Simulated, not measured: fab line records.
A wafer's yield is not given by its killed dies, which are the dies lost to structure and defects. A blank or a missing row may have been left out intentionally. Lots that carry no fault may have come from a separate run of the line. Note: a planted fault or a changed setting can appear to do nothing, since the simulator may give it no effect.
fab line records	flow n5-finfet
[record] lots = 11	wafers = 31	last-day = 17
route steps=1938 shown WELL_APT@28 BEOL_M4@1111 PASSIVATION@1936
lots that met no fault: from a run of the same line without faults
start-h: hours from the record's first day to the start of the lot's first wafer shown	wait-h: hours from the lot's prior step to this one	" identical to the entry in the row above	L1.1+2: a row that stands for several wafers	- no value, or no start was given	* or withheld: withheld	< > ~ a bound
route shown NAME@n: a module of which the file shows steps, and the number in the route of the first	usual: mean and standard deviation over wafers with no fault	same: alike in all rows	chamber/n: place in a boat	sites: each site's reading	_std_site: standard deviation across them	_edge_site: the outer-site mean with the inner-site mean subtracted	radius-mm: how far each site lies from the wafer's centre	mask NAME#n: copy n	behind: the tool/chamber that last shaped the wafer	hold: why the lot went on hold/how many hours it stayed there/how the hold came to an end	device: transistor that didn't switch, given as n, p or np	end of line: tests run on the same wafers once the route is complete	a step given without rows: its recipe and nothing more	killed: count of dies lost to structure and defects at first sort (not the wafer's yield)	map: shows each die of a wafer: x if killed, . if not, _ if none is there
set.NAME: setting as actually run; set.NAME@STEP: the setting as run at that earlier step	model.NAME: the simulator's own value behind a step, which no gauge read
one table for each step of the route and one row for each wafer, over a sample of lots
services: the hour from which a tool's chamber was out of use, counted from the record's first day as start-h (under 0 if before that day), plus the number of hours and why
[[steps]]
[step N5_WELL_APT_CD_MEAS_08]
[recipe] target-cd-nm = 200	landing-energy-ev = 500	detector = se-inlens
[usual] cd-nm = 199.9/1.3
lot.wafer	tool	chamber	start-h	wait-h	cd-nm
L582.2	cd-sem-03	0	13.75	-	199.5
L582.3	"	0	"	"	200.0
L582.5	"	0	"	"	198.1
L583.3	cd-sem-03	0	20.18	-	199.2
L583.4	"	0	"	"	199.6
L583.6	"	0	"	"	199.1
L584.3	cd-sem-03	0	25.78	-	202.4
L584.4	"	0	"	"	202.8
L584.6	"	0	"	"	201.1
L586.1	cd-sem-03	0	37.86	-	199.3
L586.3	"	0	"	"	200.0
L586.5	"	0	"	"	201.4
L587.1	cd-sem-01	0	43.70	-	200.7
L587.4	"	0	"	"	197.7
L588.1	cd-sem-02	0	49.83	-	198.2
L588.2	"	0	"	"	199.2
L588.4	"	0	"	"	199.1
L589.1	cd-sem-01	0	55.81	-	198.7
L589.2	"	0	"	"	199.0
L589.3	"	0	"	"	200.3
L591.3	cd-sem-03	0	67.94	-	203.1
L591.5	"	0	"	"	202.6
L591.6	"	0	"	"	200.2
L595.1	cd-sem-03	0	92.13	-	200.2
L595.3	"	0	"	"	198.9
L604.2	cd-sem-02	0	146.35	-	200.2
L604.3	"	0	"	"	198.3
L604.4	"	0	"	"	199.6
L605.1	cd-sem-01	0	151.68	-	201.6
L605.3	"	0	"	"	201.1
L605.6	"	0	"	"	201.9
[step N5_WELL_APT_EXPOSE_22]
[recipe] mask-id = PWELL	na = 0.8	source-shape = conventional	sigma-outer = 0.8	polarization = unpolarized	defocus-nm = 0	target-cd-nm = 200	dose-mj = 23.2
lot.wafer	tool	chamber	start-h	wait-h	mask
L582.2+3+5	krf-scanner-02	0	14.82	-	PWELL#0
L583.3+4+6	krf-scanner-01	0	21.31	-	PWELL#0
L584.3+4+6	krf-scanner-01	0	26.77	-	PWELL#0
L586.1+3+5	krf-scanner-01	0	38.81	-	PWELL#0
L587.1+4	krf-scanner-02	0	44.78	-	PWELL#0
L588.1+2+4	krf-scanner-02	0	51.17	-	PWELL#0
L589.1+2+3	krf-scanner-01	0	56.88	-	PWELL#0
L591.3+5+6	krf-scanner-02	0	69.10	-	PWELL#0
L595.1+3	krf-scanner-02	0	93.34	-	PWELL#0
L604.2+3+4	krf-scanner-01	0	148.44	-	PWELL#0
L605.1+3+6	krf-scanner-02	0	152.78	-	PWELL#0
[step N5_WELL_APT_CD_MEAS_25]
[recipe] target-cd-nm = 200	landing-energy-ev = 500	detector = se-inlens
[usual] cd-nm = 200.1/2.1
lot.wafer	tool	chamber	start-h	wait-h	cd-nm
L582.2	cd-sem-03	0	14.99	-	200.9
L582.3	"	0	"	"	201.4
L582.5	"	0	"	"	200.5
L583.3	cd-sem-01	0	21.47	-	200.5
L583.4	"	0	"	"	197.5
L583.6	"	0	"	"	197.3
L584.3	cd-sem-01	0	26.93	-	200.4
L584.4	"	0	"	"	197.1
L584.6	"	0	"	"	197.0
L586.1	cd-sem-01	0	38.98	-	193.9
L586.3	"	0	"	"	197.9
L586.5	"	0	"	"	200.7
L587.1	cd-sem-03	0	44.95	-	197.3
L587.4	"	0	"	"	197.2
L588.1	cd-sem-03	0	51.34	-	202.3
L588.2	"	0	"	"	201.0
L588.4	"	0	"	"	202.6
L589.1	cd-sem-03	0	57.05	-	197.9
L589.2	"	0	"	"	194.0
L589.3	"	0	"	"	199.2
L591.3	cd-sem-01	0	69.26	-	187.2
L591.5	"	0	"	"	185.7
L591.6	"	0	"	"	201.0
L595.1	cd-sem-03	0	93.51	-	200.6
L595.3	"	0	"	"	183.2
L604.2	cd-sem-03	0	148.61	-	202.3
L604.3	"	0	"	"	201.0
L604.4	"	0	"	"	199.3
L605.1	cd-sem-03	0	152.95	-	203.1
L605.3	"	0	"	"	200.3
L605.6	"	0	"	"	201.3
[step N5_WELL_APT_INSPECT_27]
[recipe] mode = adi	inspect-instrument = macro
[usual] raw-defect-count = 2.1/1.6
lot.wafer	tool	chamber	start-h	wait-h	raw-defect-count
L582.2	defect-inspect-01	-	15.04	0.0	2
L582.3	"	-	"	"	1
L582.5	"	-	"	"	3
L583.3	defect-inspect-02	-	21.53	0.0	3
L583.4	"	-	"	"	3
L583.6	"	-	"	"	1
L584.3	defect-inspect-01	-	26.98	0.0	2
L584.4	"	-	"	"	2
L584.6	"	-	"	"	3
L586.1	defect-inspect-01	-	39.04	0.0	4
L586.3	"	-	"	"	0
L586.5	"	-	"	"	1
L587.1	defect-inspect-01	-	45.00	0.0	1
L587.4	"	-	"	"	3
L588.1	defect-inspect-01	-	51.39	0.0	0
L588.2	"	-	"	"	1
L588.4	"	-	"	"	3
L589.1	defect-inspect-02	-	57.11	0.0	4
L589.2	"	-	"	"	2
L589.3	"	-	"	"	0
L591.3	defect-inspect-02	-	69.31	0.0	3
L591.5	"	-	"	"	2
L591.6	"	-	"	"	3
L595.1	defect-inspect-02	-	93.56	0.0	3
L595.3	"	-	"	"	0
L604.2	defect-inspect-01	-	148.66	0.0	2
L604.3	"	-	"	"	5
L604.4	"	-	"	"	2
L605.1	defect-inspect-02	-	153.00	0.0	1
L605.3	"	-	"	"	5
L605.6	"	-	"	"	1
[step N5_WELL_APT_INSPECT_38]
[recipe] inspect-instrument = darkfield	mode = post-epi
[usual] raw-defect-count = 14/4.7
lot.wafer	tool	chamber	start-h	wait-h	raw-defect-count
L582.2	defect-inspect-01	-	16.93	0.6	10
L582.3	"	-	"	"	21
L582.5	"	-	"	"	15
L583.3	defect-inspect-01	-	23.40	0.4	15
L583.4	"	-	"	"	16
L583.6	"	-	"	"	15
L584.3	defect-inspect-02	-	28.72	0.3	7
L584.4	"	-	"	"	10
L584.6	"	-	"	"	9
L586.1	defect-inspect-01	-	40.81	0.5	9
L586.3	"	-	"	"	17
L586.5	"	-	"	"	21
L587.1	defect-inspect-02	-	47.09	0.7	21
L587.4	"	-	"	"	14
L588.1	defect-inspect-01	-	53.10	0.5	8
L588.2	"	-	"	"	11
L588.4	"	-	"	"	4
L589.1	defect-inspect-01	-	59.17	0.5	26
L589.2	"	-	"	"	11
L589.3	"	-	"	"	20
L591.3	defect-inspect-02	-	71.54	0.4	12
L591.5	"	-	"	"	9
L591.6	"	-	"	"	9
L595.1	defect-inspect-01	-	95.26	0.5	22
L595.3	"	-	"	"	16
L604.2	defect-inspect-02	-	151.17	0.4	14
L604.3	"	-	"	"	13
L604.4	"	-	"	"	11
L605.1	defect-inspect-01	-	154.98	0.7	23
L605.3	"	-	"	"	12
L605.6	"	-	"	"	13
[step N5_BEOL_M4_RC_MEAS_101]
[usual] DIBL_N = 37.2/1.8	DIBL_P = 37.5/2.5	IOFF_N = 0.17/0.038	IOFF_P = 0.24/0.046	ION_N = 681/13	ION_P = 469/8.5	SS_N = 71.7/0.6	SS_P = 73.6/0.69	VT_N = 249/3.4	VT_P = -248/3.6
lot.wafer	tool	chamber	start-h	wait-h	DIBL_N[mV/V]	DIBL_P[mV/V]	IOFF_N[nA/um]	IOFF_P[nA/um]	ION_N[uA/um]	ION_P[uA/um]	SS_N[mV/dec]	SS_P[mV/dec]	VT_N[mV]	VT_P[mV]
L582.2	prober-01	0	163.31	0.2	37.7	36.6	0.20	0.28	690	478	72.4	73.8	248	-245
L582.3	"	0	"	"	37.1	35.3	0.16	0.25	673	466	71.7	73.3	251	-246
L582.5	"	0	"	"	34.6	33.2	0.14	0.22	667	463	70.9	72.3	252	-245
L583.3	prober-02	0	167.15	0.3	34.2	33.7	0.12	0.18	651	450	70.9	72.6	255	-254
L583.4	"	0	"	"	35.2	34.3	0.14	0.20	661	456	71.7	73.1	253	-250
L583.6	"	0	"	"	36.5	36.2	0.16	0.23	690	474	71.4	73.9	248	-247
L584.3	prober-01	0	187.03	0.3	36.3	38.2	0.15	0.24	671	469	72.0	74.3	252	-246
L584.4	"	0	"	"	38.8	41.6	0.20	0.31	689	476	72.7	73.8	247	-241
L584.6	"	0	"	"	39.1	42.1	0.21	0.31	699	483	73.4	75.4	247	-244
L586.1	prober-02	0	189.52	0.0	36.7	36.6	0.16	0.24	676	470	72.1	73.6	251	-246
L586.3	"	0	"	"	37.9	37.4	0.17	0.26	683	478	71.4	73.4	247	-243
L586.5	"	0	"	"	40.3	40.6	0.22	0.33	685	479	73.2	75.0	244	-242
L587.1	prober-01	0	205.61	0.0	40.1	41.0	0.24	0.39	707	491	72.4	75.2	242	-239
L587.4	"	0	"	"	33.7	32.9	0.11	0.21	665	469	70.6	73.3	255	-247
L589.1	prober-01	0	207.18	0.0	36.2	34.9	0.14	0.18	685	470	70.5	73.3	251	-253
L589.2	"	0	"	"	39.7	37.8	0.18	0.23	669	459	71.6	73.9	249	-250
L589.3	"	0	"	"	35.6	34.2	0.13	0.18	669	460	71.5	73.2	250	-253
L588.1	prober-01	0	208.66	0.0	39.1	38.5	0.22	0.26	691	472	72.0	73.5	243	-247
L588.2	"	0	"	"	37.0	35.3	0.15	0.20	679	460	71.6	73.3	249	-252
L588.4	"	0	"	"	39.6	40.7	0.25	0.31	717	486	71.7	74.1	241	-246
L591.3	prober-01	0	231.78	0.3	36.1	39.2	0.18	0.24	684	465	72.3	74.3	249	-248
L591.5	"	0	"	"	38.9	41.4	0.24	0.29	694	478	72.1	75.1	244	-245
L591.6	"	0	"	"	36.3	38.1	0.17	0.22	670	459	72.2	73.6	253	-251
L595.1	prober-02	0	257.32	0.0	37.9	39.6	0.19	0.26	683	477	71.3	73.6	247	-245
L595.3	"	0	"	"	38.5	39.9	0.20	0.26	701	482	71.7	73.7	247	-248
L604.2	prober-01	0	295.41	0.2	36.3	36.7	0.16	0.23	683	468	71.2	73.2	248	-248
L604.3	"	0	"	"	38.2	38.6	0.20	0.26	699	476	72.2	73.8	248	-248
L604.4	"	0	"	"	33.9	33.7	0.13	0.19	671	461	71.0	73.2	252	-251
L605.1	prober-02	0	298.39	0.0	36.8	36.5	0.16	0.23	674	467	72.0	72.8	250	-247
L605.3	"	0	"	"	37.9	38.9	0.18	0.25	683	465	71.8	73.7	247	-248
L605.6	"	0	"	"	37.2	37.1	0.15	0.23	671	462	72.8	73.4	253	-248
[step N5_PASSIVATION_PROBE_49]
[usual] defect-limited-yield = 91.2/1.4	killed_at_M0_to_M3 = 32/10	killed_at_M4_up = 14/6.2	killed-at-contacts = 12/6.3	killed-at-front-end = 42/13	killed-at-other = 4/3.4	killed-dies = 104/17	killed-open = 67/12	killed-short = 34/8.1	sort_bin_4_leakage = 0.02/0.13	sort_bin_5_function = 5.2/0.93	sort_bin_6_memory = 3.2/0.65	sort_bin_8_speed = 0.00/0.017	sort-n-pass = 1075/16	sort-yield-pct = 91.1/1.4
[same] gross-dies = 1180	killed-at-back-side = 0
lot.wafer	tool	chamber	start-h	wait-h	defect-limited-yield[%]	killed_at_M0_to_M3	killed_at_M4_up	killed-at-contacts	killed-at-front-end	killed-at-other	killed-dies	killed-open	killed-short	sort_bin_4_leakage[%]	sort_bin_5_function[%]	sort_bin_6_memory[%]	sort_bin_8_speed[%]	sort-n-pass	sort-yield-pct[%]
L582.2	prober-01	-	264.61	0.2	91.1	33	17	12	42	1	105	69	30	0	5.4	2.7	0	1075	91.1
L582.3	prober-01	-	264.66	0.2	90.1	44	11	18	43	1	117	83	29	0	6.4	3.0	0	1063	90.1
L582.5	prober-01	-	264.76	0.3	91.7	41	14	12	28	3	98	67	29	0	4.7	3.4	0	1082	91.7
L583.3	prober-01	-	266.53	0.1	88.6	45	20	20	45	5	135	88	44	0	6.2	4.7	0	1045	88.6
L583.4	prober-01	-	266.58	0.2	92.7	22	21	12	31	0	86	54	31	0	4.3	2.7	0	1094	92.7
L583.6	prober-01	-	266.68	0.3	89.7	35	21	20	40	6	122	82	40	0	5.9	4.0	0	1058	89.7
L584.3	prober-01	-	288.44	0.2	91.2	20	13	9	56	6	104	69	26	0	4.7	3.2	0	1076	91.2
L584.4	prober-01	-	288.49	0.2	92.3	20	7	12	49	3	91	57	34	0	3.6	3.7	0	1089	92.3
L584.6	prober-01	-	288.59	0.3	93.2	21	10	13	35	1	80	58	22	0	4.2	2.3	0	1100	93.2
L586.1	prober-02	-	292.77	0.0	89.0	35	15	37	41	2	130	84	42	0	6.2	4.2	0	1050	89.0
L586.3	prober-02	-	292.87	0.1	89.8	59	17	18	22	4	120	74	45	0	6.2	3.6	0	1060	89.8
L586.5	prober-02	-	292.97	0.2	90.6	47	15	19	29	1	111	71	38	0	4.5	4.7	0	1069	90.6
L589.1	prober-01	-	305.93	0.0	92.0	30	12	15	35	2	94	68	23	0	4.5	3.2	0	1086	92.0
L589.2	prober-01	-	305.98	0.1	93.2	28	9	6	35	2	80	45	34	0	3.6	2.5	0	1100	93.2
L589.3	prober-01	-	306.03	0.1	91.9	31	8	4	48	5	96	54	39	0	5.1	2.6	0	1084	91.9
L587.1	prober-01	-	309.16	0.0	91.4	29	11	8	51	2	101	65	34	0.08	4.9	3.4	0	1078	91.4
L587.4	prober-01	-	309.31	0.2	89.7	48	6	15	50	2	121	68	52	0	5.3	4.4	0	1059	89.7
L588.1	prober-02	-	313.08	0.0	91.4	29	11	13	47	1	101	69	27	0	4.8	3.1	0	1079	91.4
L588.2	prober-02	-	313.13	0.1	91.1	30	7	4	61	3	105	71	29	0	5.6	2.8	0	1075	91.1
L588.4	prober-02	-	313.23	0.2	89.4	44	12	9	57	3	125	82	35	0	5.8	3.8	0	1055	89.4
L591.3	prober-01	-	336.63	0.1	91.9	34	15	8	38	1	96	59	36	0	4.7	3.2	0	1084	91.9
L591.5	prober-01	-	336.73	0.2	90.5	35	32	10	33	2	112	72	37	0	5.7	3.5	0	1068	90.5
L591.6	prober-01	-	336.78	0.3	91.7	29	27	18	23	1	98	66	28	0	4.4	3.4	0.08	1082	91.7
L595.1	prober-02	-	354.89	0.0	90.5	18	14	26	50	4	112	71	40	0	5.3	3.7	0	1068	90.5
L595.3	prober-02	-	354.99	0.1	86.7	35	16	5	97	4	157	86	65	0	8.3	4.4	0	1023	86.7
L605.1	prober-02	-	402.33	0.0	92.7	26	9	6	33	12	86	60	26	0	4.5	2.5	0	1094	92.7
L605.3	prober-02	-	402.43	0.1	93.2	23	10	6	32	9	80	61	19	0	4.2	2.5	0	1100	93.2
L605.6	prober-02	-	402.58	0.3	91.4	28	5	1	51	17	102	56	43	0	4.7	3.4	0	1078	91.4
L604.2	prober-01	-	404.27	0.1	93.7	20	6	6	33	9	74	47	24	0	3.8	2.3	0	1106	93.7
L604.3	prober-01	-	404.32	0.1	89.7	32	23	11	49	6	121	80	36	0	6.4	3.5	0	1059	89.7
L604.4	prober-01	-	404.37	0.2	91.6	39	13	7	38	2	99	64	33	0	5.3	2.8	0	1081	91.6
// killed by level:class
L582.2 MOL_CONTACT_COAG:geometric-particle:open=10 BEOL_M4:geometric-particle:open=9 FIN_SAQP:geometric-particle:open=7 BEOL_M0_SAQP:geometric-particle:open=7 STI_FIN_REVEAL:geometric-particle:open=6 HKMG_FIN:area-etch=6 FIN_SAQP:geometric-particle:short=5 BEOL_M1:geometric-particle:open=5
L582.3 MOL_CONTACT_COAG:geometric-particle:open=17 BEOL_M0_SAQP:geometric-particle:open=11 BEOL_M0_SAQP:geometric-particle:short=10 STI_FIN_REVEAL:geometric-particle:open=9 BEOL_M3:geometric-particle:open=9 DUMMY_GATE:geometric-particle:open=7 FIN_SAQP:geometric-particle:short=5 BEOL_M1:geometric-particle:open=5
L582.5 BEOL_M0_SAQP:geometric-particle:open=13 MOL_CONTACT_COAG:geometric-particle:open=9 BEOL_M1:geometric-particle:open=8 BEOL_M0_SAQP:geometric-particle:short=7 BEOL_M3:geometric-particle:open=7 BEOL_M4:geometric-particle:open=6 STI_FIN_REVEAL:geometric-particle:open=5 STARTING-WAFER:geometric-particle:short=5
L583.3 MOL_CONTACT_COAG:geometric-particle:open=16 STI_FIN_REVEAL:geometric-particle:open=16 BEOL_M0_SAQP:geometric-particle:short=10 BEOL_M0_SAQP:geometric-particle:open=8 BEOL_M2:geometric-particle:open=8 BEOL_M4:geometric-particle:open=7 FIN_SAQP:geometric-particle:short=6 STI_FIN_REVEAL:geometric-particle:short=6
L583.4 MOL_CONTACT_COAG:geometric-particle:open=11 FIN_SAQP:geometric-particle:short=9 BEOL_M1:geometric-particle:open=7 BEOL_M4:geometric-particle:open=7 FIN_SAQP:geometric-particle:open=6 STI_FIN_REVEAL:geometric-particle:open=4 BEOL_M0_SAQP:geometric-particle:short=4 BEOL_M6:geometric-particle:open=4
L583.6 STI_FIN_REVEAL:geometric-particle:open=16 MOL_CONTACT_COAG:geometric-particle:open=14 BEOL_M4:geometric-particle:open=14 BEOL_M0_SAQP:geometric-particle:open=11 BEOL_M0_SAQP:geometric-particle:short=9 BEOL_M1:geometric-particle:open=7 MOL_CONTACT_COAG:geometric-particle:short=6 GATE_CUT:geometric-particle:short=4
L584.3 FIN_SAQP:geometric-particle:open=11 STI_FIN_REVEAL:geometric-particle:open=10 DUMMY_GATE:geometric-particle:open=8 MOL_CONTACT_COAG:geometric-particle:open=8 BEOL_M4:geometric-particle:open=7 HKMG_FIN:area-etch=7 FIN_SAQP:geometric-particle:short=5 BEOL_M3:geometric-particle:open=5
L584.4 STI_FIN_REVEAL:geometric-particle:open=10 MOL_CONTACT_COAG:geometric-particle:open=9 FIN_SAQP:geometric-particle:open=8 FIN_SAQP:geometric-particle:short=7 BEOL_M0:geometric-particle:open=7 STI_FIN_REVEAL:geometric-particle:short=5 GATE_CUT:geometric-particle:short=4 DUMMY_GATE:geometric-particle:open=3
L584.6 FIN_SAQP:geometric-particle:open=13 MOL_CONTACT_COAG:geometric-particle:open=12 STI_FIN_REVEAL:geometric-particle:open=5 BEOL_M3:geometric-particle:open=5 BEOL_M1:geometric-particle:open=4 BEOL_M2:geometric-particle:open=4 FIN_SAQP:geometric-particle:short=3 GATE_CUT:geometric-particle:short=3
L586.1 MOL_CONTACT_COAG:geometric-particle:open=30 BEOL_M0_SAQP:geometric-particle:short=12 FIN_SAQP:geometric-particle:short=10 FIN_SAQP:geometric-particle:open=7 MOL_CONTACT_COAG:geometric-particle:short=7 BEOL_M0_SAQP:geometric-particle:open=6 BEOL_M3:geometric-particle:open=6 STI_FIN_REVEAL:geometric-particle:open=5
L586.3 BEOL_M0_SAQP:geometric-particle:short=20 BEOL_M0_SAQP:geometric-particle:open=16 MOL_CONTACT_COAG:geometric-particle:open=15 FIN_SAQP:geometric-particle:short=10 BEOL_M1:geometric-particle:open=7 BEOL_M3:geometric-particle:open=7 BEOL_M2:geometric-particle:open=5 BEOL_M4:geometric-particle:short=5
L586.5 BEOL_M0_SAQP:geometric-particle:open=18 MOL_CONTACT_COAG:geometric-particle:open=13 FIN_SAQP:geometric-particle:short=12 BEOL_M0_SAQP:geometric-particle:short=9 BEOL_M3:geometric-particle:open=8 BEOL_M4:geometric-particle:open=7 MOL_CONTACT_COAG:geometric-particle:short=6 BEOL_M2:geometric-particle:open=5
L589.1 FIN_SAQP:geometric-particle:open=16 MOL_CONTACT_COAG:geometric-particle:open=14 BEOL_M2:geometric-particle:open=11 FIN_SAQP:geometric-particle:short=8 BEOL_M3:geometric-particle:open=7 BEOL_M7:geometric-particle:open=4 GATE_CUT:geometric-particle:open=3 BEOL_M0_SAQP:geometric-particle:short=3
L589.2 BEOL_M0_SAQP:geometric-particle:short=10 GATE_CUT:geometric-particle:open=7 FIN_SAQP:geometric-particle:short=6 STI_FIN_REVEAL:geometric-particle:open=6 BEOL_M2:geometric-particle:open=6 GATE_CUT:geometric-particle:short=4 BEOL_M0_SAQP:geometric-particle:open=4 FIN_SAQP:geometric-particle:open=3
L589.3 FIN_SAQP:geometric-particle:open=15 FIN_SAQP:geometric-particle:short=9 GATE_CUT:geometric-particle:short=6 BEOL_M0_SAQP:geometric-particle:short=6 BEOL_M2:geometric-particle:open=6 STI_FIN_REVEAL:geometric-particle:open=5 BEOL_M0_SAQP:geometric-particle:open=5 BEOL_M1:geometric-particle:open=4
L587.1 FIN_SAQP:geometric-particle:open=17 BEOL_M0_SAQP:geometric-particle:short=9 FIN_SAQP:geometric-particle:short=6 DUMMY_GATE:geometric-particle:open=5 ILD0:geometric-particle:open=5 MOL_CONTACT_COAG:geometric-particle:open=5 BEOL_M0_SAQP:geometric-particle:open=5 BEOL_M1:geometric-particle:open=5
L587.4 BEOL_M0_SAQP:geometric-particle:short=17 MOL_CONTACT_COAG:geometric-particle:open=12 BEOL_M0_SAQP:geometric-particle:open=12 BEOL_M1:geometric-particle:open=11 FIN_SAQP:geometric-particle:open=9 FIN_SAQP:geometric-particle:short=8 GATE_CUT:geometric-particle:short=8 STI_FIN_REVEAL:geometric-particle:open=4
L588.1 FIN_SAQP:geometric-particle:open=13 BEOL_M2:geometric-particle:open=10 BEOL_M1:geometric-particle:open=9 MOL_CONTACT_COAG:geometric-particle:open=9 FIN_SAQP:geometric-particle:short=6 GATE_CUT:geometric-particle:short=6 STARTING-WAFER:geometric-particle:open=5 HKMG_FIN:area-etch=5
L588.2 STI_FIN_REVEAL:geometric-particle:open=12 FIN_SAQP:geometric-particle:open=11 GATE_CUT:geometric-particle:short=9 BEOL_M1:geometric-particle:open=6 STARTING-WAFER:geometric-particle:open=6 BEOL_M3:geometric-particle:open=5 BEOL_M0_SAQP:geometric-particle:open=5 BEOL_M0_SAQP:geometric-particle:short=5
L588.4 BEOL_M3:geometric-particle:open=16 FIN_SAQP:geometric-particle:open=11 STI_FIN_REVEAL:geometric-particle:open=10 BEOL_M0_SAQP:geometric-particle:open=7 HKMG_FIN:area-etch=7 DUMMY_GATE:geometric-particle:open=6 GATE_CUT:geometric-particle:short=6 MOL_CONTACT_COAG:geometric-particle:open=6
L591.3 BEOL_M0_SAQP:geometric-particle:short=10 STI_FIN_REVEAL:geometric-particle:open=8 BEOL_M0_SAQP:geometric-particle:open=8 MOL_CONTACT_COAG:geometric-particle:open=6 FIN_SAQP:geometric-particle:short=5 GATE_CUT:geometric-particle:open=5 BEOL_M2:geometric-particle:open=5 BEOL_M3:geometric-particle:open=5
L591.5 BEOL_M4:geometric-particle:open=17 BEOL_M0_SAQP:geometric-particle:short=9 BEOL_M2:geometric-particle:open=7 MOL_CONTACT_COAG:geometric-particle:open=6 FIN_SAQP:geometric-particle:open=5 STARTING-WAFER:geometric-particle:short=5 GATE_CUT:geometric-particle:short=5 BEOL_M3:geometric-particle:open=5
L591.6 MOL_CONTACT_COAG:geometric-particle:open=14 BEOL_M3:geometric-particle:open=14 BEOL_M4:geometric-particle:open=10 ILD0:geometric-particle:open=8 BEOL_M4:geometric-particle:short=6 MOL_CONTACT_COAG:geometric-particle:short=4 BEOL_M0_SAQP:geometric-particle:open=4 BEOL_M5:geometric-particle:open=4
L595.1 MOL_CONTACT_COAG:geometric-particle:open=17 STI_FIN_REVEAL:geometric-particle:open=15 FIN_SAQP:geometric-particle:short=12 BEOL_M4:geometric-particle:open=10 MOL_CONTACT_COAG:geometric-particle:short=9 FIN_SAQP:geometric-particle:open=5 BEOL_M2:geometric-particle:open=5 STARTING-WAFER:geometric-particle:open=5
L595.3 FIN_SAQP:geometric-particle:short=30 FIN_SAQP:geometric-particle:open=23 STI_FIN_REVEAL:geometric-particle:open=21 BEOL_M2:geometric-particle:open=8 BEOL_M0_SAQP:geometric-particle:open=7 BEOL_M2:geometric-particle:short=5 GATE_CUT:geometric-particle:short=4 STI_FIN_REVEAL:geometric-particle:short=4
L605.1 STI_FIN_REVEAL:geometric-particle:open=11 BEOL_M4:geometric-particle:open=7 FIN_SAQP:geometric-particle:short=6 BEOL_M2:geometric-particle:open=6 BEOL_M0_SAQP:geometric-particle:open=5 BEOL_M1:geometric-particle:open=5 BEOL_M0:geometric-particle:open=4 FIN_SAQP:geometric-particle:open=3
L605.3 BEOL_M0_SAQP:geometric-particle:open=7 BEOL_M1:geometric-particle:open=7 STI_FIN_REVEAL:geometric-particle:open=6 MOL_CONTACT_COAG:geometric-particle:open=6 FIN_SAQP:geometric-particle:open=5 GATE_CUT:geometric-particle:short=5 DUMMY_GATE:geometric-particle:open=4 GATE_CUT:geometric-particle:open=4
L605.6 FIN_SAQP:geometric-particle:open=11 BEOL_M0_SAQP:geometric-particle:short=11 BEOL_M0_SAQP:geometric-particle:open=11 PAD_METAL:geometric-particle:short=10 FIN_SAQP:geometric-particle:short=9 DUMMY_GATE:geometric-particle:open=6 STI_FIN_REVEAL:geometric-particle:open=5 STARTING-WAFER:geometric-particle:open=5
L604.2 STI_FIN_REVEAL:geometric-particle:open=8 MOL_CONTACT_COAG:geometric-particle:open=6 PAD_METAL:geometric-particle:short=5 STARTING-WAFER:geometric-particle:open=5 BEOL_M3:geometric-particle:open=4 FIN_SAQP:geometric-particle:open=3 DUMMY_GATE:geometric-particle:open=3 GATE_CUT:geometric-particle:short=3
L604.3 STI_FIN_REVEAL:geometric-particle:open=12 FIN_SAQP:geometric-particle:open=9 MOL_CONTACT_COAG:geometric-particle:open=9 BEOL_M1:geometric-particle:open=8 BEOL_M2:geometric-particle:short=6 BEOL_M2:geometric-particle:open=5 BEOL_M5:geometric-particle:open=5 FIN_SAQP:geometric-particle:short=4
L604.4 FIN_SAQP:geometric-particle:open=10 BEOL_M1:geometric-particle:open=9 BEOL_M0_SAQP:geometric-particle:short=8 BEOL_M1:geometric-particle:short=7 STI_FIN_REVEAL:geometric-particle:open=6 MOL_CONTACT_COAG:geometric-particle:open=6 BEOL_M2:geometric-particle:open=6 BEOL_M4:geometric-particle:open=4
[[services]]
tool	chamber	start-h	hours	kind
krf-scanner-02	-	-2.83	1.2	repair
krf-scanner-02	-	-0.04	1.3	pm
krf-scanner-02	-	1.26	0.8	pm
krf-scanner-01	-	11.53	0.8	pm
krf-scanner-01	-	49.70	4.0	pm
krf-scanner-02	-	54.80	0.1	repair
krf-scanner-01	-	60.95	1.0	pm
krf-scanner-01	0	66.13	-	calibration
krf-scanner-01	-	70.71	0.3	repair
krf-scanner-02	0	73.28	-	calibration
krf-scanner-01	-	98.91	1.3	pm
krf-scanner-02	-	100.37	1.2	repair
krf-scanner-02	-	126.16	0.8	pm
krf-scanner-01	-	135.02	3.1	repair
[[key]]
[first-sign] step = N5_WELL_APT_CD_MEAS_25	reading = cd-nm	direction = down	sigmas = 6.9	usual = 200.1	struck = 185.4
effect none on later readings
met-at N5_WELL_APT_EXPOSE_22
struck-lots L591,L595
struck-wafers L591.3,L591.5,L595.3
not-acting-at N5_WELL_APT_CD_MEAS_08,N5_WELL_APT_INSPECT_27,N5_WELL_APT_INSPECT_38
onset-between 51.17 69.10
[fault] kind = process-parameter-drift	tool = krf-scanner-02	chamber = -	onset-h = 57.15	steps = N5_WELL_APT_EXPOSE_22	channel = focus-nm	offset = 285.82	shape = step	end-h = 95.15	scope = struck-wafers-only
